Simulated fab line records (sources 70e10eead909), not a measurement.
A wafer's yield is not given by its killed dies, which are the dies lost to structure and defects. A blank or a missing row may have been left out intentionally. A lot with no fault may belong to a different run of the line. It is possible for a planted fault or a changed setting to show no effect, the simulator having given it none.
Chamber matching    flow nandHarc    NHARC_A_SGD_CUT_DEP_00 on pecvd-03: 3 sister chambers
The step deposits SiNx, target thk 50 nm. 24 wafers are shown with their chamber, then 12 later ones without.

## EACH WAFER AND ITS CHAMBER
wafer   chamber  heaterPowerW (W)
L074.1  1        614
L074.2  0        717
L074.6  2        491
L077.1  2        547
L077.2  1        669
L077.4  2        553
L080.2  2        476
L080.4  0        705
L080.6  2        471
L081.1  2        548
L081.5  2        557
L081.6  0        757
L082.1  1        660
L082.4  2        534
L082.5  1        664
L083.1  1        668
L083.3  0        625
L083.5  2        545
L084.2  0        726
L084.5  0        723
L084.6  2        526
L086.2  1        639
L086.4  2        524
L086.5  0        686

SIGNATURES (means of the wafers above)
reading       chamber 0  chamber 1  chamber 2  scatter within a chamber
heaterPowerW  705.57     652.33     524.73     32.7
Rule: for each reading, subtract the chamber's mean from the wafer's reading, divide by that reading's scatter and square the result; add these up over the readings and take the root, which gives the wafer's distance from the chamber. If the next closest chamber is less than 2 further off than the closest, the wafer can't be placed; otherwise it belongs to the closest. The scatter is the square root of a quotient: the sum, over the shown wafers, of each reading's squared deviation from its chamber's mean, divided by wafers minus chambers.

## WAFERS WHOSE CHAMBER IS MISSING
wafer   heaterPowerW (W)
L088.1  445
L088.3  732
L088.4  751
L090.1  552
L090.3  566
L090.5  591
L091.4  727
L091.5  581
L091.6  556
L093.2  553
L093.5  668
L093.6  660

## CHAMBER TAKEN BY EACH
wafer   from the rows above           in truth
L088.1  2                             2
L088.3  can't be placed: 0 or 1       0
L088.4  can't be placed: 0 or 1       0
L090.1  2                             2
L090.3  can't be placed: 2 or 1       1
L090.5  can't be placed: 1 or 2 or 0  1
L091.4  can't be placed: 0 or 1       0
L091.5  can't be placed: 2 or 1       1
L091.6  can't be placed: 2 or 1       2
L093.2  2                             2
L093.5  can't be placed: 1 or 0       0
L093.6  can't be placed: 1 or 0       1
Correctly placed: 3 of 12. Cannot be placed on the basis of these rows: 9; the candidates contain the true chamber in 9. Placed wrongly: 0.
